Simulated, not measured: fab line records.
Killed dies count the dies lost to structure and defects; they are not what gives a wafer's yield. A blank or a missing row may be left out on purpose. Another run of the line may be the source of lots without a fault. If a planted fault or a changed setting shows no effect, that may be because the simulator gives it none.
Matching of chambers + flow n5_finfet + 3 sister chambers for N5_BEOL_M3_CO_CAP_55 on cvd_co-01
The step material Co, precursor CCTBA/H2, target thk 2 nm, time 102.1 s. 27 wafers are shown with their chamber, then 12 later ones without.

== WAFERS PAIRED WITH THEIR CHAMBERS ==
| wafer  | chamber | heater_power_w (W) |
|--------|---------|--------------------|
| L074.2 | 0       | 289                |
| L074.3 | 2       | 197                |
| L074.4 | 0       | 299                |
| L075.2 | 2       | 197                |
| L075.4 | 1       | 289                |
| L075.5 | 2       | 199                |
| L077.1 | 0       | 288                |
| L077.4 | 0       | 285                |
| L077.6 | 1       | 287                |
| L078.1 | 2       | 201                |
| L078.3 | 0       | 291                |
| L078.6 | 0       | 296                |
| L079.1 | 2       | 198                |
| L079.3 | 0       | 287                |
| L079.5 | 2       | 201                |
| L081.1 | 2       | 201                |
| L081.2 | 1       | 286                |
| L081.3 | 0       | 293                |
| L083.1 | 2       | 195                |
| L083.2 | 1       | 280                |
| L083.4 | 0       | 280                |
| L084.1 | 0       | 284                |
| L084.3 | 1       | 284                |
| L084.6 | 2       | 199                |
| L088.1 | 1       | 280                |
| L088.2 | 0       | 293                |
| L088.5 | 1       | 287                |

SIGNATURES (averages over the wafers above)
| reading        | chamber 0 | chamber 1 | chamber 2 | scatter within a chamber |
|----------------|-----------|-----------|-----------|--------------------------|
| heater_power_w | 289.55    | 284.71    | 198.67    | 4.18                     |
Rule: a wafer lies at a distance from a chamber equal to the root of the sum of squares, over the readings, of (its reading less the chamber's mean, divided by the reading's scatter). If the next closest chamber is less than 2 further off than the closest, the wafer can't be placed; otherwise it belongs to the closest. How the scatter is found: for the shown wafers, subtract from each reading the mean of its chamber, square and add these, divide the total by (wafers less chambers), then take the root.

== WAFERS WITHOUT THEIR CHAMBER ==
| wafer  | heater_power_w (W) |
|--------|--------------------|
| L089.1 | 287                |
| L089.5 | 196                |
| L089.6 | 286                |
| L091.2 | 197                |
| L091.3 | 288                |
| L091.4 | 201                |
| L094.2 | 290                |
| L094.5 | 288                |
| L094.6 | 286                |
| L093.2 | 198                |
| L093.4 | 284                |
| L093.6 | 199                |

== THE CHAMBER EACH PASSED THROUGH ==
| wafer  | from the rows above     | in truth |
|--------|-------------------------|----------|
| L089.1 | can't be placed: 1 or 0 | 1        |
| L089.5 | 2                       | 2        |
| L089.6 | can't be placed: 1 or 0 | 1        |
| L091.2 | 2                       | 2        |
| L091.3 | can't be placed: 0 or 1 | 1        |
| L091.4 | 2                       | 2        |
| L094.2 | can't be placed: 0 or 1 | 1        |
| L094.5 | can't be placed: 0 or 1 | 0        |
| L094.6 | can't be placed: 1 or 0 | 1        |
| L093.2 | 2                       | 2        |
| L093.4 | can't be placed: 1 or 0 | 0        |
| L093.6 | 2                       | 2        |
5 of 12 placed correctly. From these rows, 7 cannot be placed; in 7 the true chamber is one of the candidates. Placed wrongly: 0.
